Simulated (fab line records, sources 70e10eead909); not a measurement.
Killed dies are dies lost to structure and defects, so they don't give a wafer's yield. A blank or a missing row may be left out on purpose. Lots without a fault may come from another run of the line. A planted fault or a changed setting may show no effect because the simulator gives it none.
fab line records | flow nand_harc
record lots=5 wafers=15 last_day=24
route steps=1159 shown A_M1@1033 END@1159
lots that met no fault: from a run of the same line without faults
start_h: hours from the record's first day to the start of the lot's first wafer shown | wait_h: hours since the lot's step before | " the same as in the row above | L1.1+2: a row that stands for several wafers | - no value, or no start given | * or withheld: withheld | < > ~ a bound
route shown NAME@n: a module of which the file shows steps, and the number in the route of the first | usual: mean/standard deviation of fault-free wafers | same: alike in all rows | chamber/n: place in a boat | sites: the reading at each site | _std_site: their standard deviation | _edge_site: outer sites' mean less inner sites' | radius_mm: how far each site lies from the wafer's centre | mask NAME#n: copy n | behind: the tool/chamber that last shaped the wafer | hold: why the lot was held/for how many hours/how that ended | device: the transistor (n, p or np) that didn't switch | end of line: the same wafers' tests at the end of the route | a step without rows: its recipe alone | killed: dies lost to structure and defects at the first sort, not the wafer's yield | map: a wafer's dies, x killed, . not, _ none there
set.NAME: the setting as run; set.NAME@STEP: as run at that earlier step | model.NAME: the simulator's own value behind a step, which no gauge read
lots at some steps of the route; a table a step, a row a wafer
services: from which hour (start_h, from the record's first day; less than 0 if before it) a tool's chamber was out of use, for how many hours, and why
## steps
# step NHARC_A_M1_EXPOSE_06
# recipe na=1.35 target_cd_nm=120 dose_mj=75.13 mask_id=A_M1
# step NHARC_A_M1_PEB_07
# recipe peb_temp_c=100 peb_time_s=65
# step NHARC_A_M1_DEVELOP_08
# recipe develop_time_s=35 dev_temp_c=23
# step NHARC_A_M1_CD_MEAS_09
# recipe target_cd_nm=120 landing_energy_ev=500
# usual cd_nm=120.0/0.62
# columns lot.wafer tool chamber start_h wait_h cd_nm
L969.3 cd_sem-01 0 416.84 - 119.4
L969.4 " 0 " " 119.2
L969.5 " 0 " " 119.8
L976.3 cd_sem-01 0 463.24 - 120.0
L976.4 " 0 " " 120.5
L976.6 " 0 " " 120.4
L990.1 cd_sem-03 0 510.92 - 120.1
L990.2 " 0 " " 121.2
L990.4 " 0 " " 119.8
L992.3 cd_sem-02 0 525.39 - 120.0
L992.4 " 0 " " 120.4
L992.5 " 0 " " 120.0
L991.2 cd_sem-01 0 533.95 - 119.9
L991.3 " 0 " " 119.1
L991.5 " 0 " " 119.1
# step NHARC_A_M1_OVL_MEAS_10
# recipe pitch_nm=240
# usual overlay_x_nm=0.0/0.91 overlay_y_nm=0.2/0.98
# columns lot.wafer tool chamber start_h wait_h overlay_x_nm overlay_y_nm
L969.3 overlay-01 - 416.92 - 0.1 0.7
L969.4 " - " " 0.2 -0.1
L969.5 " - " " 0.3 -0.4
L976.3 overlay-02 - 463.32 - -1.5 1.1
L976.4 " - " " -1.4 0.5
L976.6 " - " " -1.4 1.1
L990.1 overlay-02 - 511.00 - 1.3 0.6
L990.2 " - " " 0.6 0.6
L990.4 " - " " 0.7 0.9
L992.3 overlay-01 - 525.49 - -0.5 1.7
L992.4 " - " " -0.5 1.2
L992.5 " - " " -0.2 1.1
L991.2 overlay-01 - 534.04 - 0.1 0.5
L991.3 " - " " 0.3 0.6
L991.5 " - " " 0.8 0.8
# step NHARC_A_M1_INSPECT_11
# usual raw_defect_count=31/11
# columns lot.wafer tool chamber start_h wait_h raw_defect_count
L969.3 defect_inspect-01 - 416.96 0.0 31
L969.4 " - " " 36
L969.5 " - " " 31
L976.3 defect_inspect-01 - 463.36 0.0 22
L976.4 " - " " 27
L976.6 " - " " 32
L990.1 defect_inspect-01 - 511.04 0.0 40
L990.2 " - " " 42
L990.4 " - " " 45
L992.3 defect_inspect-01 - 525.53 0.0 21
L992.4 " - " " 26
L992.5 " - " " 29
L991.2 defect_inspect-02 - 534.07 0.0 50
L991.3 " - " " 39
L991.5 " - " " 49
# step NHARC_A_M1_DESCUM_14
# recipe time_s=3 o2_flow_sccm=200 ar_flow_sccm=0 bias_power_w=0 chemistry=O2
# step NHARC_A_M1_ETCH_35
# recipe target_depth_a=400 overetch_a=120 time_s=43.94 ion_energy_ev=200 n2_flow_sccm=150 h2_flow_sccm=150 ar_flow_sccm=0 rf_w=400 bias_w=150 chemistry=N2/H2
# usual drypump_motor_current_A=5.6/0.34 oes_product_au=1.001/0.0099 rf_fwd_power_W=395.2/1.7 rf_vpp_V=431.1/2.5 showerhead_plenum_p_Torr=2.06/0.086 throttle_valve_pct=14.171/0.0088
# columns lot.wafer tool chamber start_h wait_h drypump_motor_current_A oes_product_au rf_fwd_power_W rf_hours_counter_h rf_vpp_V showerhead_plenum_p_Torr throttle_valve_pct
L969.4 rie_diel-04 0 417.11 0.1 5.6 1.008 396.2 8 435.2 2.16 14.179
L969.3 " 1 " " 6.0 0.995 399.1 8 433.7 2.19 14.179
L969.5 " 1 " " 6.0 1.008 397.1 - 434.3 2.19 14.178
L976.4 rie_diel-10 2 463.50 0.1 5.3 0.995 394.9 6 428.4 2.00 14.179
L976.3 " 0 " " 5.4 1.004 395.9 6 431.6 2.00 14.172
L976.6 " 2 " " 5.3 0.997 391.9 - 429.7 2.00 14.174
L990.2 rie_diel-04 0 511.19 0.1 5.6 1.006 394.7 2 433.8 2.16 14.168
L990.4 " 1 " " 5.9 1.012 397.2 2 434.0 2.19 14.170
L990.1 " 2 " " 5.5 1.010 395.6 2 431.4 2.07 14.150
L992.3 rie_diel-04 3 525.68 0.1 6.4 0.989 395.0 3 433.1 2.13 14.152
L992.4 " 1 " " 6.0 0.992 399.2 3 434.5 2.19 14.165
L992.5 " 2 " " 5.5 0.993 394.3 - 431.8 2.07 14.184
L991.2 rie_diel-11 0 534.22 0.1 5.8 0.988 392.4 4 428.9 2.01 14.166
L991.3 " 1 " " 5.5 1.000 396.7 4 426.8 1.90 14.161
L991.5 " 0 " " 5.8 0.993 391.5 - 430.6 2.01 14.173
# step NHARC_A_M1_ETCH_15
# recipe target_depth_a=1825 time_s=91.2 c4f8_flow_sccm=withheld ar_flow_sccm=400 rf_w=600 bias_w=300 chemistry=C4F8/Ar
# usual oes_product_au=0.954/0.024 rf_fwd_power_W=596.1/1.9 rf_vpp_V=441.7/2.5
# columns lot.wafer tool chamber start_h wait_h oes_product_au rf_fwd_power_W rf_hours_counter_h rf_vpp_V
L969.4 rie_diel-04 2 - - 0.919 595.0 8 442.4
L969.3 " 3 " " 0.919 593.7 8 444.1
L969.5 " 2 " " 0.928 596.7 - 442.0
L976.4 rie_diel-10 0 - - 0.966 595.6 6 437.9
L976.3 " 1 " " 0.973 596.7 6 443.1
L976.6 " 3 " " 0.962 595.3 - 438.7
L990.2 rie_diel-04 1 - - 0.985 598.7 2 445.6
L990.4 " 2 " " 0.997 594.7 2 442.8
L990.1 " 3 " " 0.957 596.6 2 443.4
L992.4 rie_diel-04 3 - - 0.921 595.4 3 444.0
L992.3 " 1 " " 0.926 599.8 3 445.7
L992.5 " 0 " " 0.924 594.8 - 445.2
L991.3 rie_diel-11 3 - - 0.910 596.5 4 441.0
L991.2 " 1 " " 0.935 597.7 4 437.1
L991.5 " 3 " " 0.922 596.5 - 442.4
# step NHARC_A_M1_CD_MEAS_16
# usual cd_nm=120.0/0.77
# columns lot.wafer tool chamber start_h wait_h cd_nm
L969.3 cd_sem-02 - 417.33 - 120.6
L969.4 " - " " 119.9
L969.5 " - " " 119.6
L976.3 cd_sem-01 - 463.73 - 119.7
L976.4 " - " " 120.3
L976.6 " - " " 121.2
L990.1 cd_sem-01 - 511.41 - 120.9
L990.2 " - " " 122.0
L990.4 " - " " 119.9
L992.3 cd_sem-03 - 525.90 - 119.7
L992.4 " - " " 119.9
L992.5 " - " " 120.0
L991.2 cd_sem-03 - 534.44 - 119.0
L991.3 " - " " 119.0
L991.5 " - " " 118.7
# step NHARC_A_M1_STRIP_18
# recipe power_w=1000 n2_flow_sccm=150 h2_flow_sccm=150 ar_flow_sccm=0 bias_w=0 chemistry=N2/H2
# usual drypump_motor_current_A=5.5/0.31 oes_product_au=1.002/0.011 rf_fwd_power_W=997/3.3 rf_vpp_V=90.8/0.99 showerhead_plenum_p_Torr=2.05/0.085 throttle_valve_pct=14.170/0.0096
# columns lot.wafer tool chamber start_h wait_h drypump_motor_current_A oes_product_au rf_fwd_power_W rf_hours_counter_h rf_vpp_V showerhead_plenum_p_Torr throttle_valve_pct
L969.3 rie_diel-11 0 417.43 0.1 5.8 1.008 990 1 89.6 2.01 14.176
L969.4 " 1 " " 5.5 1.017 999 1 90.1 1.90 14.158
L969.5 " 3 " " 5.0 0.991 999 - 91.0 2.07 14.179
L976.3 rie_diel-04 0 463.87 0.1 5.6 1.005 1001 12 93.3 2.16 14.160
L976.6 " 1 " " 5.9 1.000 1000 - 93.2 2.19 14.151
L976.4 " 0 " " 5.6 1.010 996 - 91.3 2.16 14.168
L990.4 rie_diel-10 1 511.51 0.1 5.2 1.013 996 12 91.8 2.15 14.180
L990.1 " 2 " " 5.3 0.981 995 11 89.3 2.00 14.171
L990.2 " 3 " " 5.5 0.996 996 11 90.7 1.95 14.181
L992.4 rie_diel-04 0 525.97 0.1 5.6 1.003 1002 3 92.2 2.16 14.169
L992.3 " 2 " " 5.4 0.995 991 3 91.1 2.07 14.158
L992.5 " 0 " " 5.6 1.003 998 - 91.1 2.16 14.180
L991.3 rie_diel-11 2 534.56 0.1 5.6 1.007 995 4 91.4 2.12 14.176
L991.2 " 3 " " 5.1 0.987 999 4 90.2 2.07 14.174
L991.5 " 0 " " 5.7 0.992 993 - 90.9 2.01 14.171
# step NHARC_A_M1_ETCH_28
# recipe target_depth_a=300 over_etch_frac=0.3 time_s=72.99 ion_energy_ev=150 cf4_flow_sccm=50 n2_flow_sccm=100 ar_flow_sccm=150 rf_w=300 bias_w=100 chemistry=CF4/N2
# usual cf4_flow_sccm=50.02/0.14 drypump_motor_current_A=5.5/0.3 oes_product_au=1.001/0.012 rf_fwd_power_W=297.7/0.94 rf_vpp_V=314.4/2 showerhead_plenum_p_Torr=2.64/0.1 throttle_valve_pct=19.795/0.0095
# columns lot.wafer tool chamber start_h wait_h cf4_flow_sccm drypump_motor_current_A oes_product_au rf_fwd_power_W rf_hours_counter_h rf_vpp_V showerhead_plenum_p_Torr throttle_valve_pct
L969.3 rie_diel-11 0 - - 49.84 5.8 0.995 297.2 1 314.4 2.59 19.790
L969.4 " 1 " " 49.98 5.5 1.003 298.0 1 311.4 2.46 19.795
L969.5 " 3 " " 49.90 5.0 0.977 298.2 - 314.7 2.66 19.782
L976.3 rie_diel-04 0 - - 50.06 5.6 1.011 298.3 12 316.8 2.77 19.800
L976.6 " 1 " " 50.10 5.9 1.007 298.7 - 316.7 2.81 19.799
L976.4 " 2 " " 50.22 5.5 1.017 296.2 - 313.6 2.67 19.795
L990.2 rie_diel-10 1 - - 49.69 5.2 1.033 297.8 12 316.0 2.76 19.785
L990.4 " 3 " " 50.14 5.5 1.006 297.6 11 312.4 2.52 19.775
L990.1 " 0 " " 50.15 5.5 1.017 297.7 12 313.0 2.58 19.796
L992.3 rie_diel-04 0 - - 50.06 5.6 0.994 298.0 3 315.2 2.77 19.814
L992.4 " 3 " " 50.01 6.4 0.996 298.2 3 315.1 2.73 19.788
L992.5 " 0 " " 50.01 5.6 1.013 298.7 - 317.2 2.77 19.807
L991.2 rie_diel-11 1 - - 49.95 5.5 1.013 298.9 4 310.9 2.46 19.780
L991.3 " 0 " " 50.39 5.8 0.996 297.9 4 314.5 2.59 19.793
L991.5 " 2 " " 50.09 5.6 1.001 299.4 - 315.3 2.72 19.795
# step NHARC_A_M1_STRIP_19
# recipe time_s=600 temp_c=30 chemistry=post_etch_residue_remover
# usual run_length_s=602.9/1.2
# columns lot.wafer tool chamber start_h wait_h run_length_s
L969.3 wet_bench-08 6 417.90 - 604.6
L969.5 " 7 " " 602.2
L969.4 " 2 " " 601.9
L976.6 wet_bench-10 3 464.25 - 601.6
L976.4 " 5 " " 603.8
L976.3 " 6 " " 602.8
L990.4 wet_bench-10 0 511.87 - 602.8
L990.2 " 1 " " 656.9
L990.1 " 3 " " 601.5
L992.4 wet_bench-08 1 526.35 - 603.4
L992.5 " 2 " " 600.8
L992.3 " 3 " " 602.6
L991.2 wet_bench-08 1 534.88 - 603.8
L991.5 " 5 " " 602.9
L991.3 " 6 " " 605.7
# step NHARC_A_M1_DEGAS_29
# recipe temp_c=250 time_s=60
# usual heater_power_w=351/38
# columns lot.wafer tool chamber start_h wait_h heater_power_w
L969.4 pvd_sputter-03 - 418.19 - 342
L969.3 " - " " 328
L969.5 " - " " 347
L976.3 pvd_sputter-02 - 464.51 - 362
L976.4 " - " " 440
L976.6 " - " " 375
L990.2 pvd_sputter-01 - 512.13 - 351
L990.4 " - " " 372
L990.1 " - " " 334
L992.3 pvd_sputter-02 - 526.63 - 366
L992.4 " - " " 431
L992.5 " - " " 365
L991.3 pvd_sputter-01 - 535.16 - 356
L991.2 " - " " 356
L991.5 " - " " 360
# step NHARC_END_SORT_01
# recipe temp_c=25
# usual defect_limited_yield=95.1/1.3 killed_at_array=29/8.4 killed_at_other=0.7/1.2 killed_at_periphery=3.8/2.1 killed_dies=33/9 killed_open=3.4/2 killed_short=2.1/1.4 sort_bin_2_pct=1.5/0.56 sort_bin_3_pct=0.26/0.2 sort_bin_4_pct=3.1/0.91 sort_n_pass=644/9 sort_rim_yield_pct=96.2/2.2 sort_yield_pct=95.1/1.3
# same gross_dies=677 sort_bin_5_pct[%]=0 sort_bin_6_pct[%]=0 sort_bin_7_pct[%]=0 sort_bin_8_pct[%]=0 sort_rim_n_gross=106.00
# columns lot.wafer tool chamber start_h wait_h defect_limited_yield[%] killed_at_array killed_at_other killed_at_periphery killed_dies killed_open killed_short sort_bin_2_pct[%] sort_bin_3_pct[%] sort_bin_4_pct[%] sort_n_pass sort_rim_yield_pct[%] sort_yield_pct[%]
L969.3 prober-01 0 489.27 3.1 94.2 29 0 10 39 4 4 1.2 0.30 4.3 638 96.2 94.2
L969.4 prober-01 0 490.07 3.4 94.5 30 0 7 37 6 0 1.9 0.44 3.1 640 95.3 94.5
L969.5 prober-01 0 490.88 3.7 95.3 29 0 3 32 0 3 1.0 0.15 3.5 645 99.1 95.3
L976.3 prober-02 0 512.70 3.1 96.6 22 0 1 23 2 0 1.2 0.30 1.9 654 97.2 96.6
L976.4 prober-02 0 513.50 3.4 96.5 22 0 2 24 5 0 1.0 0.15 2.4 653 98.1 96.5
L976.6 prober-02 0 515.11 4.0 95.1 29 1 3 33 1 0 1.6 0.30 3.0 644 98.1 95.1
L990.1 prober-01 0 558.10 2.5 93.9 35 1 5 41 1 1 2.1 0.44 3.5 636 98.1 93.9
L990.2 prober-01 0 558.89 2.8 94.1 36 0 4 40 2 2 1.9 0.30 3.7 637 97.2 94.1
L990.4 prober-01 0 560.49 3.4 93.8 37 0 5 42 1 3 1.9 0.59 3.7 635 97.2 93.8
L992.3 prober-02 0 567.06 3.1 95.9 21 0 7 28 4 2 1.5 0 2.7 649 97.2 95.9
L992.4 prober-02 0 567.86 3.4 96.2 23 0 3 26 2 0 1.2 0.30 2.4 651 96.2 96.2
L992.5 prober-02 0 568.66 3.7 96.2 25 0 1 26 3 1 1.2 0 2.7 651 97.2 96.2
L991.2 prober-01 0 573.78 2.8 91.7 52 0 4 56 9 2 1.0 0.74 6.5 621 98.1 91.7
L991.3 prober-01 0 574.58 3.1 93.4 38 3 4 45 5 3 1.8 0.44 4.4 632 98.1 93.4
L991.5 prober-01 0 576.18 3.7 93.1 43 1 3 47 2 2 2.4 0.15 4.4 630 96.2 93.1
# killed by level:class
L969.3 A_CHANNEL_HOLE_D1:chamber_film_flake=11 A_SLIT:chamber_film_flake=9 P_M1:chamber_film_flake=4 A_STAIRCASE:chamber_film_flake=4 A_CHANNEL_FILL_D1:geometric_particle:short=2 P_STI:geometric_particle:open=1 P_M0:geometric_particle:open=1 P_M0:geometric_particle:short=1
L969.4 A_SLIT:chamber_film_flake=10 A_CHANNEL_HOLE_D1:chamber_film_flake=9 A_STAIRCASE:chamber_film_flake=3 P_CONTACT:geometric_particle:open=2 P_M1:chamber_film_flake=2 A_CONTACT:chamber_film_flake=2 A_CHANNEL_HOLE_D1:geometric_particle:open=1 A_WL_FILL:geometric_particle:open=1
L969.5 A_SLIT:chamber_film_flake=14 A_CHANNEL_HOLE_D1:chamber_film_flake=9 A_CHANNEL_FILL_D1:chamber_film_flake=2 A_STAIRCASE:chamber_film_flake=2 P_M0:geometric_particle:short=1 A_CHANNEL_FILL_D1:geometric_particle:short=1 A_WL_FILL:geometric_particle:short=1 P_ZERO_WELL:chamber_film_flake=1
L976.3 A_SLIT:chamber_film_flake=12 A_CHANNEL_HOLE_D1:chamber_film_flake=4 A_STAIRCASE:chamber_film_flake=3 A_CONTACT:geometric_particle:open=2 P_CONTACT:chamber_film_flake=1 A_WL_FILL:chamber_film_flake=1
L976.4 A_SLIT:chamber_film_flake=11 A_CONTACT:chamber_film_flake=3 A_CONTACT:geometric_particle:open=2 A_STAIRCASE:chamber_film_flake=2 P_M0:geometric_particle:open=1 A_SGD_CUT:geometric_particle:open=1 A_WL_FILL:geometric_particle:open=1 P_CONTACT:chamber_film_flake=1
L976.6 A_SLIT:chamber_film_flake=14 A_CHANNEL_HOLE_D1:chamber_film_flake=8 P_CONTACT:chamber_film_flake=2 A_CHANNEL_FILL_D1:chamber_film_flake=2 A_WL_FILL:chamber_film_flake=2 A_CHANNEL_FILL_D1:geometric_particle:open=1 P_STI:chamber_film_flake=1 A_ZERO_WELL:chamber_film_flake=1
L990.1 A_SLIT:chamber_film_flake=20 A_CHANNEL_HOLE_D1:chamber_film_flake=6 A_STAIRCASE:chamber_film_flake=4 P_ZERO_WELL:chamber_film_flake=3 A_CONTACT:chamber_film_flake=3 P_M2:geometric_particle:open=1 A_CHANNEL_HOLE_D1:geometric_particle:short=1 P_GATE:chamber_film_flake=1
L990.2 A_SLIT:chamber_film_flake=14 A_CHANNEL_HOLE_D1:chamber_film_flake=12 A_STAIRCASE:chamber_film_flake=3 A_BLC:chamber_film_flake=3 P_CONTACT:geometric_particle:open=1 A_ONON_D1:geometric_particle:short=1 A_CHANNEL_FILL_D1:geometric_particle:open=1 A_CHANNEL_FILL_D1:geometric_particle:short=1
L990.4 A_SLIT:chamber_film_flake=16 A_CHANNEL_HOLE_D1:chamber_film_flake=14 A_STAIRCASE:chamber_film_flake=3 P_ZERO_WELL:chamber_film_flake=2 P_CONTACT:geometric_particle:short=1 P_M0:geometric_particle:short=1 A_CHANNEL_FILL_D1:geometric_particle:short=1 A_M0:geometric_particle:open=1
L992.3 A_CHANNEL_HOLE_D1:chamber_film_flake=5 A_CONTACT:chamber_film_flake=5 P_ZERO_WELL:chamber_film_flake=3 A_STAIRCASE:chamber_film_flake=3 A_WL_FILL:chamber_film_flake=2 A_BONDPAD:chamber_film_flake=2 P_GATE:geometric_particle:open=1 P_M0:geometric_particle:open=1
L992.4 A_CHANNEL_HOLE_D1:chamber_film_flake=13 A_STAIRCASE:chamber_film_flake=3 A_CONTACT:chamber_film_flake=3 P_GATE:chamber_film_flake=2 A_WL_FILL:chamber_film_flake=2 A_ONON_D1:geometric_particle:open=1 A_CONTACT:geometric_particle:open=1 P_ZERO_WELL:chamber_film_flake=1
L992.5 A_CONTACT:chamber_film_flake=10 A_CHANNEL_HOLE_D1:chamber_film_flake=7 A_STAIRCASE:chamber_film_flake=3 P_CONTACT:geometric_particle:short=1 A_CHANNEL_FILL_D1:geometric_particle:open=1 A_WL_FILL:geometric_particle:open=1 A_M0:geometric_particle:open=1 A_ZERO_WELL:chamber_film_flake=1
L991.2 A_SLIT:chamber_film_flake=24 A_CONTACT:chamber_film_flake=9 A_CHANNEL_HOLE_D1:chamber_film_flake=7 A_STAIRCASE:chamber_film_flake=3 P_M0:geometric_particle:open=2 A_SGD_CUT:geometric_particle:open=2 A_M0:geometric_particle:open=2 P_M0:geometric_particle:short=1
L991.3 A_SLIT:chamber_film_flake=23 A_CHANNEL_HOLE_D1:chamber_film_flake=6 THIN_TSV:chamber_film_flake=3 P_M0:geometric_particle:open=2 A_WL_FILL:geometric_particle:short=2 A_STAIRCASE:chamber_film_flake=2 A_CONTACT:chamber_film_flake=2 P_CONTACT:geometric_particle:open=1
L991.5 A_SLIT:chamber_film_flake=28 A_CHANNEL_HOLE_D1:chamber_film_flake=8 P_ZERO_WELL:chamber_film_flake=2 A_STAIRCASE:chamber_film_flake=2 A_CONTACT:chamber_film_flake=2 P_M0:geometric_particle:open=1 A_ONON_D1:geometric_particle:short=1 A_CHANNEL_FILL_D1:geometric_particle:open=1
## services
# columns tool chamber start_h hours kind
rie_diel-04 0 395.98 - clean
rie_diel-04 1 395.98 - clean
rie_diel-04 2 395.98 - clean
rie_diel-04 3 395.98 - clean
pvd_sputter-02 - 397.22 10.0 pm
wet_bench-08 - 406.42 8.0 pm
rie_diel-04 0 420.48 - clean
rie_diel-04 1 420.48 - clean
rie_diel-04 2 420.48 - clean
rie_diel-04 3 420.48 - clean
rie_diel-10 - 426.76 0.2 repair
wet_bench-10 - 427.19 8.0 pm
rie_diel-04 0 444.98 - clean
rie_diel-04 1 444.98 - clean
rie_diel-04 2 444.98 - clean
rie_diel-04 3 444.98 - clean
pvd_sputter-03 - 458.00 10.0 pm
rie_diel-04 3 459.29 13.3 repair
rie_diel-04 - 465.98 9.0 pm
rie_diel-04 0 465.98 9.0 vent_cycle
rie_diel-10 2 502.32 4.0 repair
pvd_sputter-01 - 514.01 10.0 pm
pvd_sputter-02 - 516.20 1.8 repair
rie_diel-10 - 530.50 9.0 pm
## key
first_sign step=NHARC_A_M1_STRIP_19 reading=run_length_s direction=up sigmas=46 usual=* struck=*
effect none on later readings
met_at NHARC_A_M1_STRIP_19
struck_wafers L990.2
fault kind=process_parameter_drift tool=wet_bench-10 chamber=1 onset_h=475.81 steps=NHARC_A_M1_STRIP_19 channel=time_s offset=* shape=step end_h=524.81 acts_in=* stated=*
